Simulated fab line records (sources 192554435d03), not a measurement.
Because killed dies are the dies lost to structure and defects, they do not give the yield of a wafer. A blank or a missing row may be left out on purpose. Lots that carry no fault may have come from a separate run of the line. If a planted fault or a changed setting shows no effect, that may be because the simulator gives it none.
Problem report in the 8D (eight disciplines) form, filled by code | flow n5Finfet | the parts of the form that need people (team, actions taken, sign-off) are left out
Where a reading is given only as a bound, like >300, the bound stands for it, and a mean or a difference that rests on one is marked > or <: the true number lies beyond.

1. PROBLEM STATEMENT
Wafers with no fault read 39 with a standard deviation of 16, whereas rawDefectCount at N5_ZERO_LAYER_INSPECT_20 reads a mean of 510 on 1 wafer of 1 lot. Relative to the usual mean, that is a shift of +29 standard deviations.
The step: inspects for defects (darkfield).
Earliest sighting: wafer L305.6 on defectInspect-01 at day 5 02:01. The record has a number at this step for 27 wafers belonging to 9 lots. Rule for "out", or "out of limits": more than 4 standard deviations from the usual mean. The rest of the wafers with a number are treated as sound.

2. WHAT IT IS; WHAT IT IS NOT
question                    | is               | is not
which readings at this step | rawDefectCount   | -
which lots                  | L305             | L291, L293, L294, L295, L300, L306, L311, L312
which wafers of those lots  | L305.6           | L305.3, L305.5
read on which gauges        | defectInspect-01 | defectInspect-02
when                        | from day 5 02:01 | up to then (17 sound wafers); but 9 sound wafers of L306, L311, L312 came after

3. WHAT RULES OUT EACH SUSPECT
Counting: a tool at a process step up to the reading stays a suspect if it ran every lot that is out. Sound lots after the first of them don't rule it out here, since some wafers of a struck lot are sound.
- ruled out: the gauge at N5_ZERO_LAYER_INSPECT_20. All the wafers that are out were read on defectInspect-01, but those of them that N5_WELL_APT_INSPECT_10 has rows for are out there too, on other tools.
- pecvd-04 at N5_ZERO_LAYER_PECVD_02 (deposits SiO2 from SiH4/N2O, target thk 10 nm, time 6 s): kept. It processed L305, the lot that is out, at day 5 00:17, and its most recent sound lot before then was L300 at day 3 18:17.
- In pecvd-04 at N5_ZERO_LAYER_PECVD_02, the wafers that are out were processed in chamber 2 and their sound lot-mates in chambers 0, 1.
Left after counting: pecvd-04 at N5_ZERO_LAYER_PECVD_02.

4. THE CAUSE (what the simulator had put in)
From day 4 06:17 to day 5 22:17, pecvd-04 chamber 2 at N5_ZERO_LAYER_PECVD_02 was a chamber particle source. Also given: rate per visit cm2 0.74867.
This tool alone remained once counting was done.

5. THE CHAIN OF EFFECTS, in route order
Rows list readings where the struck wafers' mean (over those with a number) sits beyond 3 standard deviations from the usual. Readings are gone through only where the record gives a usual standard deviation; hours: the median, over the lots, of the time from a lot's start at the first step in this table giving one to that lot's start at this step; sigmas: the change measured in usual standard deviations.
hours | step                     | reading             | usual  | on struck wafers | change | sigmas
0     | N5_ZERO_LAYER_INSPECT_20 | rawDefectCount      | 39     | 510              | +471   | +29
0     | N5_WELL_APT_INSPECT_10   | rawDefectCount      | 1.9    | >300             | >+298  | +99 or more
4     | N5_WELL_APT_INSPECT_38   | rawDefectCount      | 12     | 498              | +486   | +99 or more
277   | N5_PASSIVATION_PROBE_49  | defectLimitedYield  | 91.6 % | 81.3             | -10.3  | -8.6
277   | N5_PASSIVATION_PROBE_49  | killedAtFrontEnd    | 37     | 155              | +118   | +12
277   | N5_PASSIVATION_PROBE_49  | killedDies          | 99     | 221              | +122   | +8.1
277   | N5_PASSIVATION_PROBE_49  | sort_bin_5_function | 4.9 %  | 12.7             | +7.8   | +10
277   | N5_PASSIVATION_PROBE_49  | sortNPass           | 1081   | 959              | -122   | -8.1
277   | N5_PASSIVATION_PROBE_49  | sortYieldPct        | 91.6 % | 81.3             | -10.3  | -8.6
It contains these process steps:
- N5_PASSIVATION_PROBE_49
At these later measuring or inspecting steps, every struck wafer for which the step has a row has a number for every such reading, and none has moved that far: N5_WELL_APT_CD_MEAS_08, N5_BEOL_M4_RC_MEAS_101.

6. WHAT WOULD HAVE CAUGHT IT SOONER
20 hours passed between the start of the fault at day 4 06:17 and the first reading out of limits at a measuring or inspecting step in this record, taken at day 5 02:01.
An alarm limit of 4 standard deviations would not have fired on the tool readings at N5_ZERO_LAYER_PECVD_02 for which the record gives a usual standard deviation, since none of them was out on any struck wafer.
Lots out: 1; all had begun N5_ZERO_LAYER_PECVD_02 on pecvd-04 by day 5 02:01. Had the tool been put on hold then, not one of them would have been saved.
